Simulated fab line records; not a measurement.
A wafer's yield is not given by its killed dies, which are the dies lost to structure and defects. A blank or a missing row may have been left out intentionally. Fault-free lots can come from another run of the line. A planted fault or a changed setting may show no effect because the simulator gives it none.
fab line records	flow n5-finfet
record lots=7	wafers=21	last-day=20
route steps=1938 shown BEOL_M3@945 BEOL_M4@1111 PASSIVATION@1936
lots that met no fault: taken from a fault-free run of the same line
start-h: hours from the record's first day to the start of the lot's first wafer shown	wait-h: hours elapsed since this lot's preceding step	" unchanged from the row above	L1.1+2: several wafers, shown together as one row	- no value, or no start given	* or withheld: withheld	< > ~ a bound
route shown NAME@n: a module of which the file shows steps, and the number in the route of the first	usual: the fault-free wafers' mean and standard deviation	same: alike in all rows	chamber/n: place in a boat	sites: readings site by site	_std_site: the standard deviation of these	_edge_site: mean of outer sites minus mean of inner sites	radius-mm: for every site, how far away it sits from the centre of the wafer	mask NAME#n: copy n	behind: tool/chamber where the wafer was last shaped	hold: the reason the lot was held/the length of the hold in hours/how it ended	device: the n, p or np transistor that did not switch	end of line: tests of these same wafers at the route's end	a step with no rows: only its recipe	killed: dies that structure and defects cost at the first sort, which is not the same as the wafer's yield	map: shows each die of a wafer: x if killed, . if not, _ if none is there
set.NAME: setting as actually run; set.NAME@STEP: the setting as run at that earlier step	model.NAME: the simulator's own value behind a step, which no gauge read
a table for each step, a row for each wafer; lots at some steps of the route
services: from which hour (start-h, from the record's first day; less than 0 if before it) a tool's chamber was out of use, for how many hours, and why
## steps
# step N5_BEOL_M3_OVL_MEAS_12
# recipe points-per-wafer=522
# usual M3_OVL=-0.6/0.59
lot.wafer	tool	chamber	start-h	wait-h	M3_OVL[nm]
L915.1	overlay-02	0	176.68	0.0	-0.2
L915.3	"	0	"	"	-0.2
L915.4	"	0	"	"	-0.3
L922.2	overlay-02	0	243.98	0.0	-1.0
L922.4	"	0	"	"	-0.6
L922.6	"	0	"	"	-0.7
L918.2	overlay-01	0	253.02	0.0	0.6
L918.3	"	0	"	"	-0.4
L918.5	"	0	"	"	-0.7
L924.1	overlay-01	0	254.68	0.0	-0.3
L924.2	"	0	"	"	0.0
L924.6	"	0	"	"	-0.4
L923.1	overlay-01	0	257.46	0.0	-0.7
L923.2	"	0	"	"	-1.4
L923.3	"	0	"	"	-1.1
L933.1	overlay-02	0	296.27	0.0	-0.4
L933.3	"	0	"	"	0.1
L933.4	"	0	"	"	-0.9
L934.3	overlay-01	0	307.95	0.0	-0.1
L934.5	"	0	"	"	-1.1
L934.6	"	0	"	"	0.3
# step N5_BEOL_M3_INSPECT_13
# recipe mode=adi	inspect-instrument=brightfield
# usual raw-defect-count=417/89
lot.wafer	tool	chamber	start-h	wait-h	raw-defect-count
L915.1	defect-inspect-02	-	176.74	0.1	446
L915.3	"	-	"	"	423
L915.4	"	-	"	"	336
L922.2	defect-inspect-01	-	244.03	0.0	436
L922.4	"	-	"	"	564
L922.6	"	-	"	"	437
L918.2	defect-inspect-01	-	253.07	0.0	462
L918.3	"	-	"	"	423
L918.5	"	-	"	"	526
L924.1	defect-inspect-01	-	254.74	0.1	508
L924.2	"	-	"	"	486
L924.6	"	-	"	"	432
L923.1	defect-inspect-01	-	257.52	0.1	377
L923.2	"	-	"	"	458
L923.3	"	-	"	"	512
L933.1	defect-inspect-02	-	296.33	0.1	297
L933.3	"	-	"	"	339
L933.4	"	-	"	"	281
L934.3	defect-inspect-02	-	308.00	0.0	331
L934.5	"	-	"	"	306
L934.6	"	-	"	"	313
# step N5_BEOL_M3_DESCUM_16
# recipe chemistry=O2	time-s=7	source-power-w=50	bias-power-w=20	pressure-mtorr=20	rf-frequency-hz=2.712e+07	temp-c=40	resist=CAR-EUV	o2-flow-sccm=225
# usual bias-power-w=20.00/0.058	drypump-motor-current-A=5.7/0.31	oes-product-au=0.77/0.097	rf-vpp-V=242.4/1.4	showerhead-plenum-p-Torr=2.05/0.069	throttle-valve-pct=20.51/0.26
lot.wafer	tool	chamber	start-h	wait-h	bias-power-w	drypump-motor-current-A	oes-product-au	rf-hours-counter-h	rf-vpp-V	showerhead-plenum-p-Torr	throttle-valve-pct
L915.1	rie-diel-05	2	176.77	0.0	19.92	5.2	0.76	142	242.1	2.01	20.94
L915.3	"	3	"	"	20.04	5.7	0.69	239	243.7	2.15	20.85
L915.4	"	1	"	"	19.98	5.4	0.74	148	244.1	2.09	20.31
L922.2	rie-diel-06	1	244.13	0.1	20.00	5.6	0.90	28	242.7	2.04	20.44
L922.4	"	3	"	"	19.95	5.7	0.67	233	243.2	2.05	20.86
L922.6	"	3	"	"	20.07	5.6	0.67	-	241.4	2.05	20.86
L918.2	rie-diel-06	1	253.11	0.0	20.02	5.6	0.89	30	242.2	2.04	20.45
L918.3	"	2	"	"	20.02	6.1	0.68	236	241.3	1.97	20.30
L918.5	"	3	"	"	20.09	5.7	0.67	-	243.5	2.05	20.84
L924.1	rie-diel-02	0	254.78	0.0	20.12	5.1	0.72	194	243.6	2.16	20.18
L924.2	"	2	"	"	20.00	6.1	0.75	165	245.8	2.17	20.07
L924.6	"	3	"	"	19.96	5.2	0.79	-	240.4	1.92	20.37
L923.1	rie-diel-05	3	257.70	0.2	19.98	5.7	0.95	7	244.2	2.14	20.49
L923.2	"	1	"	"	19.99	5.3	0.71	173	244.8	2.08	20.36
L923.3	"	2	"	"	19.96	5.2	0.74	168	242.7	2.00	20.97
L933.1	rie-diel-06	2	296.36	0.0	20.03	6.1	0.66	248	240.8	1.96	20.32
L933.3	"	3	"	"	19.95	5.7	0.67	248	243.2	2.05	20.87
L933.4	"	1	"	"	20.02	5.6	0.87	42	241.8	2.04	20.49
L934.3	rie-diel-05	0	308.03	0.0	20.03	5.9	0.91	30	241.9	2.05	20.44
L934.5	"	1	"	"	19.96	5.4	0.71	-	243.0	2.08	20.37
L934.6	"	2	"	"	20.03	5.2	0.73	-	240.7	2.00	21.00
# step N5_BEOL_M3_ETCH_74
# recipe chemistry=N2/H2	target=underlayer	target-depth-a=65	mask-material=CAR-EUV	time-s=5.2	ion-energy-ev=200	pressure-mtorr=30	source-w=840	bias-w=150	n2-flow-sccm=200	h2-flow-sccm=200	ends=cleared
# step N5_BEOL_M3_ETCH_63
# recipe chemistry=CF4	target=SiARC	target-depth-a=156	mask-material=CAR-EUV	time-s=26	ion-energy-ev=80	pressure-mtorr=40	source-w=545	bias-w=36	Ar_flow_sccm=100	cf4-flow-sccm=100	ends=cleared
# usual drypump-motor-current-A=5.7/0.31	etch-rf-on-time-s=26.0/0.4	oes-product-au=0.66/0.083	rf-vpp-V=183.7/1.1	showerhead-plenum-p-Torr=2.10/0.067	throttle-valve-pct=15.72/0.25
lot.wafer	tool	chamber	start-h	wait-h	drypump-motor-current-A	etch-rf-on-time-s	oes-product-au	rf-hours-counter-h	rf-vpp-V	showerhead-plenum-p-Torr	throttle-valve-pct
L915.1	rie-diel-05	2	176.82	0.0	5.2	25.7	0.66	142	183.3	2.06	16.04
L915.3	"	3	"	"	5.7	26.4	0.59	239	183.5	2.20	16.07
L915.4	"	1	"	"	5.4	25.3	0.65	148	184.1	2.14	15.53
L922.2	rie-diel-06	1	244.18	0.0	5.6	25.5	0.77	28	184.3	2.10	15.60
L922.4	"	3	"	"	5.7	26.3	0.58	233	183.8	2.11	16.15
L922.6	"	3	"	"	5.7	26.4	0.59	-	184.0	2.11	16.14
L918.2	rie-diel-06	1	253.16	0.0	5.6	25.4	0.77	30	184.5	2.10	15.59
L918.3	"	2	"	"	6.1	26.0	0.58	236	183.9	2.03	15.64
L918.5	"	3	"	"	5.7	26.0	0.59	-	183.3	2.11	16.15
L924.1	rie-diel-02	0	254.83	0.0	5.1	25.9	0.62	194	184.6	2.22	15.49
L924.2	"	2	"	"	6.1	26.1	0.63	165	185.5	2.22	15.37
L924.6	"	3	"	"	5.2	25.5	0.68	-	182.8	1.98	15.61
L923.1	rie-diel-05	3	257.75	0.0	5.7	25.8	0.82	7	186.7	2.19	15.59
L923.2	"	1	"	"	5.3	25.5	0.62	173	183.5	2.13	15.61
L923.3	"	2	"	"	5.2	26.0	0.63	168	183.9	2.05	16.11
L933.1	rie-diel-06	2	296.41	0.0	6.0	26.7	0.57	248	182.2	2.03	15.66
L933.3	"	3	"	"	5.7	26.7	0.57	248	184.1	2.11	16.17
L933.4	"	1	"	"	5.6	25.8	0.74	42	182.6	2.09	15.62
L934.3	rie-diel-05	0	308.08	0.0	5.9	26.3	0.78	30	183.4	2.10	15.57
L934.5	"	1	"	"	5.4	26.0	0.61	-	183.2	2.13	15.61
L934.6	"	2	"	"	5.2	26.2	0.62	-	181.4	2.05	16.13
# step N5_BEOL_M3_ETCH_64
# recipe chemistry=N2/H2	target=SOC	target-depth-a=750	overetch-a=150	mask-material=SiARC	temp-c=40	time-s=112.5	ion-energy-ev=200	pressure-mtorr=30	source-w=840	bias-w=150	n2-flow-sccm=200	h2-flow-sccm=200
# usual drypump-motor-current-A=5.7/0.31	n2-flow-sccm=200.0/0.58	oes-product-au=0.61/0.073	rf-vpp-V=522.4/2.5	showerhead-plenum-p-Torr=2.50/0.082	throttle-valve-pct=17.97/0.27
lot.wafer	tool	chamber	start-h	wait-h	drypump-motor-current-A	n2-flow-sccm	oes-product-au	rf-hours-counter-h	rf-vpp-V	showerhead-plenum-p-Torr	throttle-valve-pct
L915.1	rie-diel-05	2	176.85	0.0	5.2	199.0	0.61	142	520.2	2.45	18.45
L915.3	"	3	"	"	5.7	199.5	0.55	239	525.6	2.61	18.31
L915.4	"	1	"	"	5.3	199.9	0.59	148	523.6	2.54	17.68
L922.2	rie-diel-06	1	244.21	0.0	5.6	200.1	0.71	28	520.9	2.49	17.90
L922.4	"	3	"	"	5.7	201.1	0.54	233	524.1	2.50	18.32
L922.6	"	3	"	"	5.7	200.4	0.54	-	524.4	2.50	18.32
L918.2	rie-diel-06	1	253.19	0.0	5.6	199.9	0.70	30	520.4	2.49	17.91
L918.3	"	2	"	"	6.1	200.2	0.54	236	519.0	2.40	17.86
L918.5	"	3	"	"	5.7	200.5	0.53	-	523.6	2.50	18.32
L924.1	rie-diel-02	0	254.86	0.0	5.1	199.0	0.58	195	525.6	2.63	17.58
L924.2	"	2	"	"	6.1	199.5	0.59	165	526.3	2.65	17.61
L924.6	"	3	"	"	5.2	199.3	0.62	-	517.6	2.34	17.71
L923.1	rie-diel-05	3	257.78	0.0	5.7	199.8	0.75	7	527.0	2.60	17.91
L923.2	"	1	"	"	5.3	200.3	0.57	173	523.0	2.53	17.71
L923.3	"	2	"	"	5.2	200.3	0.59	168	521.8	2.44	18.48
L933.1	rie-diel-06	2	296.44	0.0	6.1	199.8	0.54	248	520.0	2.40	17.87
L933.3	"	3	"	"	5.7	200.1	0.54	248	523.1	2.50	18.37
L933.4	"	1	"	"	5.6	199.3	0.68	43	522.1	2.48	17.93
L934.3	rie-diel-05	0	308.11	0.0	5.9	200.7	0.73	30	522.1	2.49	17.83
L934.5	"	1	"	"	5.3	200.9	0.57	-	524.4	2.53	17.74
L934.6	"	2	"	"	5.2	199.6	0.58	-	522.0	2.43	18.51
# step N5_BEOL_M3_STRIP_65
# recipe chemistry=N2/H2	temp-c=40	n2-flow-sccm=200	h2-flow-sccm=200	rf-frequency-hz=6e+07
# step N5_BEOL_M3_STRIP_75
# recipe chemistry=N2/H2	temp-c=40	n2-flow-sccm=200	h2-flow-sccm=200	rf-frequency-hz=6e+07
# step N5_BEOL_M3_STRIP_66
# recipe chemistry=CF4	resist=SiARC	power-w=300	bias-power-w=75	pressure-mtorr=50	cf4-flow-sccm=150	rf-frequency-hz=6e+07
# usual bias-power-w=74.97/0.23	drypump-motor-current-A=5.6/0.31	oes-product-au=0.76/0.091	rf-vpp-V=270.4/1.5	showerhead-plenum-p-Torr=1.76/0.055	throttle-valve-pct=13.70/0.25
lot.wafer	tool	chamber	start-h	wait-h	bias-power-w	drypump-motor-current-A	oes-product-au	rf-hours-counter-h	rf-vpp-V	showerhead-plenum-p-Torr	throttle-valve-pct
L915.1	rie-diel-05	2	176.98	0.0	75.22	5.2	0.75	142	270.3	1.73	14.01
L915.3	"	3	"	"	75.07	5.7	0.69	239	271.8	1.84	14.03
L915.4	"	1	"	"	74.84	5.3	0.74	148	271.2	1.80	13.57
L922.2	rie-diel-06	1	244.34	0.0	74.92	5.6	0.88	28	271.8	1.76	13.52
L922.4	"	3	"	"	74.95	5.7	0.68	233	271.3	1.77	14.10
L922.6	"	3	"	"	75.24	5.7	0.69	-	272.6	1.77	14.10
L918.2	rie-diel-06	1	253.31	0.0	74.76	5.6	0.87	30	271.0	1.76	13.55
L918.3	"	2	"	"	74.98	6.0	0.67	236	269.4	1.70	13.64
L918.5	"	3	"	"	74.79	5.7	0.68	-	269.7	1.77	14.12
L924.1	rie-diel-02	0	254.98	0.0	75.25	5.1	0.73	195	272.5	1.86	13.49
L924.2	"	2	"	"	74.84	6.1	0.74	165	272.3	1.86	13.35
L924.6	"	3	"	"	75.37	5.2	0.77	-	267.4	1.67	13.59
L923.1	rie-diel-05	3	257.91	0.0	74.77	5.7	0.94	7	272.2	1.83	13.50
L923.2	"	1	"	"	75.24	5.4	0.71	173	270.3	1.80	13.63
L923.3	"	2	"	"	74.63	5.2	0.73	168	270.7	1.72	14.07
L933.1	rie-diel-06	2	296.57	0.0	75.20	6.1	0.67	248	268.9	1.70	13.67
L933.3	"	3	"	"	75.09	5.7	0.67	248	269.4	1.77	14.13
L933.4	"	1	"	"	74.91	5.6	0.86	43	270.5	1.76	13.56
L934.3	rie-diel-05	0	308.24	0.0	75.46	5.9	0.90	30	270.3	1.76	13.46
L934.5	"	1	"	"	74.96	5.3	0.71	-	270.5	1.79	13.65
L934.6	"	2	"	"	75.02	5.2	0.72	-	269.1	1.72	14.11
# step N5_BEOL_M3_HM_OPEN_17
# recipe chemistry=Cl2/BCl3	target-depth-a=200	overetch-a=60	target=TiN	mask-material=SOC	ion-energy-ev=150	pressure-mtorr=10	icp-w=1000	bias-w=126	Cl2_flow_sccm=53.25	bcl3-flow-sccm=21.75	Ar_flow_sccm=25
# usual drypump-motor-current-A=5.8/0.51	he-backside-leak-sccm=3.4/0.36	oes-product-au=0.67/0.087	throttle-valve-pct=22.01/0.19
lot.wafer	tool	chamber	start-h	wait-h	drypump-motor-current-A	he-backside-leak-sccm	oes-product-au	rf-hours-counter-h	throttle-valve-pct
L915.1	rie-metal-03	1	177.02	0.0	5.5	3.4	0.74	18	22.40
L915.3	"	0	"	"	4.9	3.2	0.82	-	21.65
L915.4	"	1	"	"	5.5	3.2	0.75	-	22.38
L922.2	rie-metal-03	1	244.38	0.0	5.5	3.4	0.73	21	22.39
L922.4	"	0	"	"	4.9	3.2	0.78	-	21.65
L922.6	"	0	"	"	4.9	3.2	0.77	-	21.65
L918.2	rie-metal-01	0	253.36	0.0	6.1	3.5	0.76	7	21.90
L918.3	"	0	"	"	6.1	3.6	0.76	-	21.89
L918.5	"	1	"	"	5.2	3.2	0.56	-	22.17
L924.1	rie-metal-01	0	255.02	0.0	6.1	3.6	0.75	8	21.92
L924.2	"	1	"	"	5.1	3.2	0.55	103	22.20
L924.6	"	0	"	"	6.1	3.6	0.75	-	21.91
L923.1	rie-metal-03	1	257.95	0.0	5.5	3.4	0.73	23	22.39
L923.2	"	0	"	"	4.9	3.5	0.76	6	21.68
L923.3	"	1	"	"	5.5	3.3	0.72	-	22.41
L933.1	rie-metal-01	1	296.76	0.2	5.1	3.3	0.54	107	22.21
L933.3	"	0	"	"	6.1	3.5	0.73	-	21.93
L933.4	"	1	"	"	5.1	3.3	0.55	-	22.19
L934.3	rie-metal-01	0	308.31	0.1	6.1	3.4	0.73	-	21.89
L934.5	"	1	"	"	5.1	3.3	0.55	-	22.20
L934.6	"	0	"	"	6.1	3.5	0.74	-	21.90
# step N5_BEOL_M3_STRIP_19
# recipe chemistry=O2	power-w=400	temp-c=40	pressure-mtorr=30	rf-frequency-hz=6e+07	bias-power-w=0	overash-fraction=0.2	o2-flow-sccm=225
# step N5_BEOL_M3_CD_MEAS_18
# recipe pitch-nm=36	target-cd-nm=18
# usual cd-nm=17.92/0.29
lot.wafer	tool	chamber	start-h	wait-h	cd-nm
L915.1	cd-sem-01	-	177.23	0.0	17.92
L915.3	"	-	"	"	17.23
L915.4	"	-	"	"	17.81
L922.2	cd-sem-02	-	244.56	0.1	18.33
L922.4	"	-	"	"	18.28
L922.6	"	-	"	"	18.34
L918.2	cd-sem-01	-	253.54	0.1	18.41
L918.3	"	-	"	"	18.35
L918.5	"	-	"	"	18.05
L924.1	cd-sem-02	-	255.21	0.0	17.97
L924.2	"	-	"	"	18.20
L924.6	"	-	"	"	17.99
L923.1	cd-sem-02	-	258.13	0.0	18.07
L923.2	"	-	"	"	18.29
L923.3	"	-	"	"	18.24
L933.1	cd-sem-01	-	297.01	0.0	17.65
L933.3	"	-	"	"	18.10
L933.4	"	-	"	"	17.88
L934.3	cd-sem-01	-	308.47	0.1	17.86
L934.5	"	-	"	"	17.57
L934.6	"	-	"	"	17.77
# step N5_BEOL_M3_COAT_67
# recipe resist=SOC	temp-c=250	time-s=60	spin-rpm=1500	resist-thk-nm=60
# usual heater-power-total-W=500.2/1.8	plate-temp-C=249.99/0.19
lot.wafer	tool	chamber	start-h	wait-h	heater-power-total-W	plate-temp-C
L915.1	litho-track-02	0	177.28	0.0	499.2	249.72
L915.3	"	0	"	"	498.1	249.95
L915.4	"	0	"	"	497.8	249.81
L922.2	litho-track-05	0	244.60	0.0	501.4	249.95
L922.4	"	0	"	"	498.0	250.11
L922.6	"	0	"	"	497.5	249.98
L918.2	litho-track-05	0	253.57	0.0	481.1	242.79
L918.3	"	0	"	"	483.0	242.64
L918.5	"	0	"	"	483.0	242.52
L924.1	litho-track-05	0	255.24	0.0	481.2	242.64
L924.2	"	0	"	"	482.0	242.26
L924.6	"	0	"	"	481.4	242.72
L923.1	litho-track-05	0	258.17	0.0	481.8	242.38
L923.2	"	0	"	"	484.3	242.24
L923.3	"	0	"	"	483.1	242.15
L933.1	litho-track-04	0	297.06	0.0	500.6	249.89
L933.3	"	0	"	"	501.8	250.22
L933.4	"	0	"	"	498.5	250.14
L934.3	litho-track-02	0	308.51	0.0	500.6	249.98
L934.5	"	0	"	"	498.9	250.09
L934.6	"	0	"	"	497.8	249.73
# step N5_BEOL_M3_COAT_68
# recipe resist=SiARC	temp-c=220	time-s=60	spin-rpm=1500	resist-thk-nm=12
# step N5_BEOL_M4_RC_MEAS_101
# usual DIBL_N=36.6/1.1	DIBL_P=36.7/1.5	IOFF_N=0.155/0.019	IOFF_P=0.208/0.025	ION_N=673/8.5	ION_P=462/5.9	SS_N=71.6/0.58	SS_P=73.5/0.51	VT_N=250.7/2.4	VT_P=-251/3
lot.wafer	tool	chamber	start-h	wait-h	DIBL_N[mV/V]	DIBL_P[mV/V]	IOFF_N[nA/um]	IOFF_P[nA/um]	ION_N[uA/um]	ION_P[uA/um]	SS_N[mV/dec]	SS_P[mV/dec]	VT_N[mV]	VT_P[mV]
L915.1	prober-02	0	244.39	0.0	34.9	34.9	0.143	0.203	677	466	70.8	73.1	248.3	-249
L915.3	"	0	"	"	36.3	36.1	0.164	0.229	675	462	71.9	73.1	250.3	-249
L915.4	"	0	"	"	35.9	35.7	0.166	0.224	687	469	71.3	73.1	246.9	-250
L922.2	prober-01	0	284.57	0.2	36.9	35.8	0.125	0.190	654	455	72.0	73.4	253.1	-252
L922.4	"	0	"	"	36.3	35.4	0.116	0.184	645	448	70.8	73.1	254.3	-251
L922.6	"	0	"	"	36.6	36.0	0.129	0.199	664	460	70.9	72.9	253.0	-251
L923.1	prober-02	0	287.02	0.0	37.3	33.5	0.138	0.176	665	459	71.3	72.8	252.5	-253
L923.2	"	0	"	"	37.0	34.2	0.137	0.187	671	457	71.1	72.9	251.6	-252
L923.3	"	0	"	"	39.3	36.8	0.178	0.219	679	458	72.2	72.7	248.1	-251
L918.2	prober-02	0	291.32	0.2	34.8	38.1	0.151	0.196	681	466	71.9	73.4	253.1	-252
L918.3	"	0	"	"	34.9	37.6	0.139	0.182	670	454	71.5	73.7	252.3	-253
L918.5	"	0	"	"	35.1	38.2	0.155	0.195	676	460	71.8	73.9	250.9	-252
L924.1	prober-01	0	313.24	0.0	36.7	36.0	0.140	0.198	668	464	72.0	73.2	253.3	-254
L924.2	"	0	"	"	37.6	37.6	0.154	0.222	666	458	71.7	73.8	251.4	-251
L924.6	"	0	"	"	36.3	36.6	0.139	0.204	672	469	72.1	74.2	253.7	-253
L933.1	prober-01	0	362.52	0.0	38.1	38.4	0.175	0.242	679	469	72.2	73.8	251.6	-250
L933.3	"	0	"	"	38.3	38.0	0.182	0.255	688	470	71.6	74.1	247.4	-248
L933.4	"	0	"	"	37.1	37.0	0.161	0.223	684	471	72.1	73.3	249.7	-250
L934.3	prober-02	0	372.35	0.3	37.1	38.0	0.176	0.185	674	450	71.6	73.0	249.9	-257
L934.5	"	0	"	"	33.8	33.8	0.120	0.137	663	445	70.9	72.6	255.7	-262
L934.6	"	0	"	"	37.8	38.6	0.186	0.206	683	455	71.5	73.8	249.4	-254
# step N5_PASSIVATION_PROBE_49
# usual defect-limited-yield=91.2/1.4	killed_at_M0_to_M3=36/11	killed_at_M4_up=14/5.6	killed-at-contacts=12/5.9	killed-at-front-end=38/13	killed-at-other=3.5/2.7	killed-dies=104/17	killed-open=68/12	killed-short=34/8.2	sort_bin_5_function=5.1/0.95	sort_bin_6_memory=3.3/0.7	sort_bin_8_speed=0.00/0.007	sort-n-pass=1076/17	sort-yield-pct=91.2/1.4
# same gross-dies=1180	killed-at-back-side=0	sort_bin_4_leakage[%]=0
lot.wafer	tool	chamber	start-h	wait-h	defect-limited-yield[%]	killed_at_M0_to_M3	killed_at_M4_up	killed-at-contacts	killed-at-front-end	killed-at-other	killed-dies	killed-open	killed-short	sort_bin_5_function[%]	sort_bin_6_memory[%]	sort_bin_8_speed[%]	sort-n-pass	sort-yield-pct[%]
L915.1	prober-02	-	353.12	0.0	91.7	35	5	5	52	1	98	59	35	4.3	3.1	0	1082	91.7
L915.3	prober-02	-	353.22	0.1	90.1	44	5	3	62	3	117	74	37	5.6	3.5	0	1063	90.1
L915.4	prober-02	-	353.27	0.2	92.7	39	6	5	32	4	86	57	28	4.1	2.9	0	1094	92.7
L922.2	prober-01	-	401.34	0.1	88.6	69	13	10	40	2	134	81	46	6.0	4.5	0	1046	88.6
L922.4	prober-01	-	401.44	0.2	91.4	25	26	14	33	4	102	69	31	5.6	2.8	0.08	1077	91.3
L922.6	prober-01	-	401.54	0.3	91.4	48	10	9	31	4	102	68	28	5.6	2.8	0	1078	91.4
L933.1	prober-01	-	462.83	0.0	92.7	37	10	17	22	0	86	59	26	4.5	2.8	0	1094	92.7
L933.3	prober-01	-	462.93	0.1	93.0	28	20	9	25	1	83	65	15	4.0	2.9	0	1097	93.0
L933.4	prober-01	-	462.98	0.2	91.1	24	12	17	51	1	105	74	29	5.0	3.6	0	1075	91.1
L934.3	prober-02	-	481.31	0.1	88.1	34	16	7	81	2	140	100	37	7.1	4.7	0	1040	88.1
L934.5	prober-02	-	481.41	0.2	89.8	29	21	12	55	3	120	86	30	6.2	3.6	0	1060	89.8
L934.6	prober-02	-	481.46	0.3	90.6	34	17	11	45	4	111	69	40	5.5	3.4	0	1069	90.6
# killed by level:class
L915.1 FIN_SAQP:geometric-particle:open=12 BEOL_M0_SAQP:geometric-particle:short=11 BEOL_M1:geometric-particle:open=8 DUMMY_GATE:geometric-particle:open=7 BEOL_M0_SAQP:geometric-particle:open=7 STI_FIN_REVEAL:geometric-particle:open=6 GATE_CUT:geometric-particle:short=5 MOL_CONTACT_COAG:geometric-particle:open=5
L915.3 STI_FIN_REVEAL:geometric-particle:open=19 BEOL_M1:geometric-particle:open=11 BEOL_M0_SAQP:geometric-particle:open=10 FIN_SAQP:geometric-particle:open=8 GATE_CUT:geometric-particle:short=8 BEOL_M0_SAQP:geometric-particle:short=7 FIN_SAQP:geometric-particle:short=6 HKMG_FIN:area-etch=6
L915.4 BEOL_M1:geometric-particle:open=10 BEOL_M3:geometric-particle:open=10 FIN_SAQP:geometric-particle:open=7 STI_FIN_REVEAL:geometric-particle:open=7 BEOL_M0_SAQP:geometric-particle:short=7 FIN_SAQP:geometric-particle:short=6 BEOL_M0_SAQP:geometric-particle:open=6 MOL_CONTACT_COAG:geometric-particle:open=5
L922.2 BEOL_M0_SAQP:geometric-particle:open=19 BEOL_M0_SAQP:geometric-particle:short=12 BEOL_M3:geometric-particle:short=12 BEOL_M2:geometric-particle:open=10 BEOL_M3:geometric-particle:open=10 STI_FIN_REVEAL:geometric-particle:open=8 MOL_CONTACT_COAG:geometric-particle:open=8 FIN_SAQP:geometric-particle:open=7
L922.4 FIN_SAQP:geometric-particle:short=12 MOL_CONTACT_COAG:geometric-particle:open=11 FIN_SAQP:geometric-particle:open=8 BEOL_M4:geometric-particle:open=8 BEOL_M1:geometric-particle:open=6 BEOL_M3:geometric-particle:open=6 BEOL_M2:geometric-particle:open=5 MOL_CONTACT_COAG:geometric-particle:short=3
L922.6 BEOL_M3:geometric-particle:open=19 BEOL_M1:geometric-particle:open=9 FIN_SAQP:geometric-particle:open=6 MOL_CONTACT_COAG:geometric-particle:open=6 DUMMY_GATE:geometric-particle:open=5 BEOL_M0_SAQP:geometric-particle:short=5 BEOL_M0_SAQP:geometric-particle:open=5 BEOL_M2:geometric-particle:open=5
L933.1 MOL_CONTACT_COAG:geometric-particle:open=14 BEOL_M3:geometric-particle:open=10 BEOL_M0_SAQP:geometric-particle:open=9 BEOL_M2:geometric-particle:open=8 BEOL_M3:geometric-particle:short=4 STARTING-WAFER:geometric-particle:short=4 FIN_SAQP:geometric-particle:open=3 GATE_CUT:geometric-particle:open=3
L933.3 BEOL_M4:geometric-particle:open=12 BEOL_M3:geometric-particle:open=10 MOL_CONTACT_COAG:geometric-particle:open=9 FIN_SAQP:geometric-particle:open=7 BEOL_M2:geometric-particle:open=6 DUMMY_GATE:geometric-particle:open=5 STI_FIN_REVEAL:geometric-particle:open=4 BEOL_M1:geometric-particle:open=4
L933.4 FIN_SAQP:geometric-particle:open=17 MOL_CONTACT_COAG:geometric-particle:open=14 BEOL_M2:geometric-particle:open=10 FIN_SAQP:geometric-particle:short=6 GATE_CUT:geometric-particle:short=6 DUMMY_GATE:geometric-particle:open=5 GATE_CUT:geometric-particle:open=5 STI_FIN_REVEAL:geometric-particle:open=4
L934.3 STI_FIN_REVEAL:geometric-particle:open=44 FIN_SAQP:geometric-particle:short=10 BEOL_M2:geometric-particle:open=10 STI_FIN_REVEAL:geometric-particle:short=8 BEOL_M4:geometric-particle:open=8 FIN_SAQP:geometric-particle:open=7 MOL_CONTACT_COAG:geometric-particle:open=7 BEOL_M0_SAQP:geometric-particle:short=5
L934.5 STI_FIN_REVEAL:geometric-particle:open=24 BEOL_M2:geometric-particle:open=12 BEOL_M4:geometric-particle:open=12 MOL_CONTACT_COAG:geometric-particle:open=10 FIN_SAQP:geometric-particle:short=8 BEOL_M0_SAQP:geometric-particle:short=5 FIN_SAQP:geometric-particle:open=4 STI_FIN_REVEAL:geometric-particle:short=4
L934.6 STI_FIN_REVEAL:geometric-particle:open=15 BEOL_M0_SAQP:geometric-particle:open=11 MOL_CONTACT_COAG:geometric-particle:open=7 BEOL_M4:geometric-particle:open=7 STI_FIN_REVEAL:geometric-particle:short=6 FIN_SAQP:geometric-particle:short=5 BEOL_M0_SAQP:geometric-particle:short=5 BEOL_M1:geometric-particle:open=5
## services
tool	chamber	start-h	hours	kind
rie-metal-01	0	154.28	-	clean
rie-metal-01	0	154.28	19.9	scheduled-down
rie-metal-01	0	154.28	19.9	vent-cycle
rie-metal-03	0	158.82	-	clean
rie-metal-03	0	158.82	12.6	scheduled-down
rie-metal-03	0	158.82	12.6	vent-cycle
rie-diel-02	0	167.44	8.3	repair
rie-diel-05	-	180.15	0.6	repair
rie-diel-05	3	202.60	-	clean
rie-diel-05	3	202.60	-	consumable-replace:focus-ring
rie-diel-05	3	202.60	24.6	scheduled-down
rie-diel-05	3	202.60	24.6	vent-cycle
rie-diel-06	2	218.65	12.9	repair
rie-metal-03	1	231.67	1.6	repair
rie-diel-02	3	245.31	7.2	repair
rie-metal-03	-	278.33	28.1	pm
rie-diel-02	1	304.26	7.9	repair
rie-diel-06	2	306.74	-	clean
rie-diel-06	2	306.74	-	consumable-replace:focus-ring
rie-diel-06	2	306.74	-	consumable-replace:showerhead
rie-diel-06	2	306.74	12.8	scheduled-down
rie-diel-06	2	306.74	12.8	vent-cycle
## key
first-sign step=N5_BEOL_M3_COAT_67	reading=plate-temp-C	direction=down	sigmas=40	usual=*	struck=*
effect step=N5_BEOL_M3_COAT_67	reading=heater-power-total-W	direction=down	sigmas=10	usual=*	struck=*
met-at N5_BEOL_M3_COAT_67
struck-wafers L918.2,L918.3,L918.5,L923.1,L923.2,L923.3,L924.1,L924.2,L924.6
rows-end L918.2,L918.3,L918.5,L923.1,L923.2,L923.3,L924.1,L924.2,L924.6
onset-between 244.60 253.57
fault kind=process-parameter-drift	tool=litho-track-05	chamber=-	onset-h=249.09	steps=N5_BEOL_M3_COAT_67	channel=temp-c	offset=*	shape=step	acts-in=*	stated=*
# rows-end: these wafers met a further fault down the route, and their rows from its step on are left out
